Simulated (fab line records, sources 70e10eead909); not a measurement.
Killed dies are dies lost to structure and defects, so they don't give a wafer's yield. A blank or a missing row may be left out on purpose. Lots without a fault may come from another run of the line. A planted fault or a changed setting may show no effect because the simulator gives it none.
A struck lot beside a sound one | flow nand_harc | 13 steps out of a route of 1302
Sound: wafers L881.1, L881.2, L881.3. Struck: wafers L888.1, L888.3, L888.6. The cause comes at the end.
At each step with rows: each side's tool, then ch and its chambers, then its first start. Under that, the readings that differ: sound wafers | struck wafers | difference of the means | sigmas: that difference in standard deviations of wafers without a fault.
alike: readings whose means differ by less than 2 such deviations, and words and numbers that are the same on both sides. not compared: withheld readings, readings that some wafer has no value for, bounds like >300 that may hide the same value, and numbers for which the record gives no deviation and whose values overlap.
The two part at a step that has a row with sigmas, a row that says differs or no value, or rows on one side only. Numbers that don't overlap but have no deviation are shown without sigmas and don't part them. A reading that every wafer of one side lacks parts them only if that side has two wafers or more.

NHARC_A_STAIRCASE_TRIM_26: chemistry O2, time 211.2 s.
  sound on rie_diel-04 ch 0,1,2; struck on rie_diel-04 ch 1,2,3
  alike: drypump_motor_current_A, oes_product_au, rf_vpp_V, showerhead_plenum_p_Torr, throttle_valve_pct
  not compared: rf_hours_counter_h
NHARC_A_STAIRCASE_ETCH_27: etches the open film in C4F8/O2, target depth 100 nm, time 40.5 s.
  sound on rie_diel-04 ch 1,2,3; struck on rie_diel-04 ch 1,3
  alike: bias_w, oes_product_au, rf_fwd_power_W, rf_vpp_V
  not compared: rf_hours_counter_h
NHARC_A_STAIRCASE_STRIP_175: strips in O2.
  sound on plasma_asher-01 ch 0,1, day 18 02:46; struck on plasma_asher-01 ch 0,1, day 21 12:09
  alike: drypump_motor_current_A, heater_power_w
  not compared: rf_hours_counter_h
then, 8 steps without rows for these wafers: NHARC_A_STAIRCASE_STRIP_148 (strips in SPM, time 900 s); NHARC_A_STAIRCASE_PRECLEAN_149 (cleans in SC1); NHARC_A_STAIRCASE_SRD_150; NHARC_A_STAIRCASE_DEHYDRATE_176 (time 120 s); NHARC_A_STAIRCASE_HMDS_177 (time 30 s); NHARC_A_STAIRCASE_COAT_178; NHARC_A_STAIRCASE_SOFTBAKE_179 (time 170 s); NHARC_A_STAIRCASE_EBR_180.
NHARC_A_STAIRCASE_EXPOSE_181: exposes mask STAIR 2.
  sound on krf_scanner-02 ch 0, day 18 03:59; struck on krf_scanner-04, day 21 13:12
  no value came back on the struck wafers for exposure_dose_mJ_cm2, focus_offset_nm (nm); on the sound wafers exposure_dose_mJ_cm2 reads 27.861 27.843 27.873
  alike: mask
then, 1 step without rows for these wafers: NHARC_A_STAIRCASE_PEB_182 (peb time 130 s).

WHERE THEY PART
Only at NHARC_A_STAIRCASE_EXPOSE_181, within this record.

WHY: what the simulator had put in
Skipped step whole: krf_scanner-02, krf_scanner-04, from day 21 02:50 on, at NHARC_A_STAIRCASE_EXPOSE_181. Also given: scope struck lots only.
